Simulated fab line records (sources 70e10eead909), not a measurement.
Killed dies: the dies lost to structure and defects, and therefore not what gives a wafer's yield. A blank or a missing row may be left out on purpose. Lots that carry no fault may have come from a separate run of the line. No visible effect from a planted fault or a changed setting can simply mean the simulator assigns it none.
Which tool did it? -- flow nand harc -- Sampling: 12 lots, 36 wafers, 2 of 1159 route steps

WHAT THE GAUGES READ, wafer by wafer
NHARC_P_BONDPAD_CD_MEAS_09: the cd target is 500 nm.
lot,measured,on,cd nm (nm)
L075,day 6 22:18,cd sem-03,501.2 498.5 500.7
L078,day 7 03:12,cd sem-03,502.0 502.3 502.9
L079,day 7 15:26,cd sem-03,504.1 502.3 502.0
L081,day 8 03:08,cd sem-03,498.7 498.9 499.6
L083,day 8 16:56,cd sem-02,499.3 501.6 502.1
L085,day 9 06:47,cd sem-01,498.2 501.0 501.0
L088,day 9 18:25,cd sem-03,500.1 498.6 498.2
L089,day 10 11:04,cd sem-01,499.1 500.8 499.3
L090,day 10 12:13,cd sem-02,499.0 500.2 501.2
L092,day 11 04:19,cd sem-02,500.0 498.4 502.0
L095,day 11 13:37,cd sem-01,499.9 504.2 502.8
L097,day 12 05:44,cd sem-01,501.1 501.2 501.0

EACH LOT AND THE TOOL THAT RAN IT (in order: tool; ch and the chambers of the sampled wafers; start)
lot,NHARC_P_M1_PVD_20
L075,"pvd sputter-01, day 6 22:18 or earlier"
L078,"pvd sputter-02, day 7 03:12 or earlier"
L079,"pvd sputter-03, day 7 15:26 or earlier"
L081,"pvd sputter-02, day 8 03:08 or earlier"
L083,"pvd sputter-02, day 8 16:56 or earlier"
L085,"pvd sputter-03, day 9 06:47 or earlier"
L088,"pvd sputter-03, day 9 18:25 or earlier"
L089,"pvd sputter-03, day 10 11:04 or earlier"
L090,"pvd sputter-03, day 10 12:13 or earlier"
L092,"pvd sputter-01, day 11 04:19 or earlier"
L095,"pvd sputter-02, day 11 13:37 or earlier"
L097,"pvd sputter-01, day 12 05:44 or earlier"
- NHARC_P_M1_PVD_20: deposits TaN, target thk 5 nm, time 8.06 s.

THE ANSWER, worked out from the rows above alone
Rule: usual is defined by the lots themselves. Put in order of their means at a reading, lots are off if they are a third of the lots or fewer, leave a main group of 4 or more, and stand apart from it by a gap of 3 or more times the standard deviation of the main group's means; of several such gaps the widest counts. If all means in a main group match to the digits the tables above print for the reading, that group is not used. A lot without any number at a reading at which 4 lots or more have one is off too. Where the step has rows for the other lots, those lots are counted as sound.
None of the lots is off at any reading shown; this tells nothing.

WHAT HAD BEEN PUT IN BY THE SIMULATOR
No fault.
